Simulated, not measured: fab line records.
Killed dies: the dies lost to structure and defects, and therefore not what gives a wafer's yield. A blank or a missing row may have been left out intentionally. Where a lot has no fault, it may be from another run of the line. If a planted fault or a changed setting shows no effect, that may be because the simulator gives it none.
Chamber matching ; flow nand_harc ; rie_diel-09 running NHARC_P_ZERO_WELL_DESCUM_39: 4 sister chambers
The step chemistry O2, time 3 s. 8 wafers are shown with their chamber, then 8 later ones without.

== WAFERS, EACH WITH ITS CHAMBER ==
wafer;chamber;showerhead_plenum_p_Torr (Torr);throttle_valve_pct (%)
L082.5;2;1.88;11.316
L088.3;3;1.98;11.315
L088.5;3;1.98;11.314
L088.6;0;1.91;11.311
L089.2;2;1.88;11.301
L089.4;1;2.01;11.324
L089.5;1;2.01;11.322
L092.1;0;1.90;11.311

== WAFERS MISSING THEIR CHAMBER ==
wafer;showerhead_plenum_p_Torr (Torr);throttle_valve_pct (%)
L092.4;1.98;11.314
L092.6;1.98;11.315
L094.1;1.98;11.320
L094.3;1.90;11.328
L094.6;1.90;11.295
L095.3;1.87;11.326
L095.4;1.90;11.317
L095.5;1.98;11.310

== CHAMBER TAKEN BY EACH ==
wafer;from the rows above;in truth
L092.4;3;3
L092.6;3;3
L094.1;3;3
L094.3;0;0
L094.6;0;0
L095.3;2;2
L095.4;0;0
L095.5;3;3
Correctly placed: 8 of 8. Can't be placed from these rows: 0. Number placed wrongly: 0.
How it was worked out, from the rows above alone: a wafer's distance from a chamber is the root of the sum, over the readings, of the square of ((its reading less the chamber's mean) divided by the reading's scatter). The wafer belongs to the nearest chamber; if the next one is less than 2 further off, it can't be placed. For every chamber, the mean is computed from those of its wafers that are shown. The scatter: take each reading less its chamber's mean, square it, sum over the shown wafers, divide by the number of wafers less the number of chambers, and take the root.
